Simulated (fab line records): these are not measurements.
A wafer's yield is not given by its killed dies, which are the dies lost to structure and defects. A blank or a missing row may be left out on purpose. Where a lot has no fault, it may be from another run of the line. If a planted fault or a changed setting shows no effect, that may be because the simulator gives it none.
Chamber matching ; flow n5Finfet ; N5_BEOL_M14_DESCUM_33 on rieDiel-02 has 4 sister chambers
The step chemistry O2, time 7.9 s. 4 wafers are shown with their chamber, then 9 later ones without.

EACH WAFER AND ITS CHAMBER
wafer;chamber;drypumpMotorCurrentA (A)
L084.5;3;5.1
L084.6;2;5.3
L089.4;1;5.2
L089.6;0;6.2

WAFERS WITHOUT THEIR CHAMBER
wafer;drypumpMotorCurrentA (A)
L087.2;5.2
L087.3;5.1
L087.6;6.2
L090.3;6.1
L090.4;5.1
L090.6;6.1
L097.3;6.1
L097.4;5.2
L097.5;6.2

WHICH CHAMBER EACH WENT THROUGH
wafer;from the rows above;in truth
L087.2;can't be placed: 1 or 2 or 3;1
L087.3;can't be placed: 3 or 1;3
L087.6;0;0
L090.3;0;0
L090.4;can't be placed: 3 or 1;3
L090.6;0;0
L097.3;0;0
L097.4;can't be placed: 1 or 2 or 3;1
L097.5;0;0
Correctly placed: 5 of 9. Cannot be placed on the basis of these rows: 4; the candidates contain the true chamber in 4. Number placed wrongly: 0.
How it was worked out, from the rows above alone: a wafer's distance from a chamber is the root of the sum, over the readings, of the square of ((its reading less the chamber's mean) divided by the reading's scatter). If the next closest chamber is less than 2 further off than the closest, the wafer can't be placed; otherwise it belongs to the closest. A chamber's mean is the mean of its shown wafers. The scatter: root of mean squared gap, hidden wafer to nearest shown wafer, with one shown wafer a chamber.
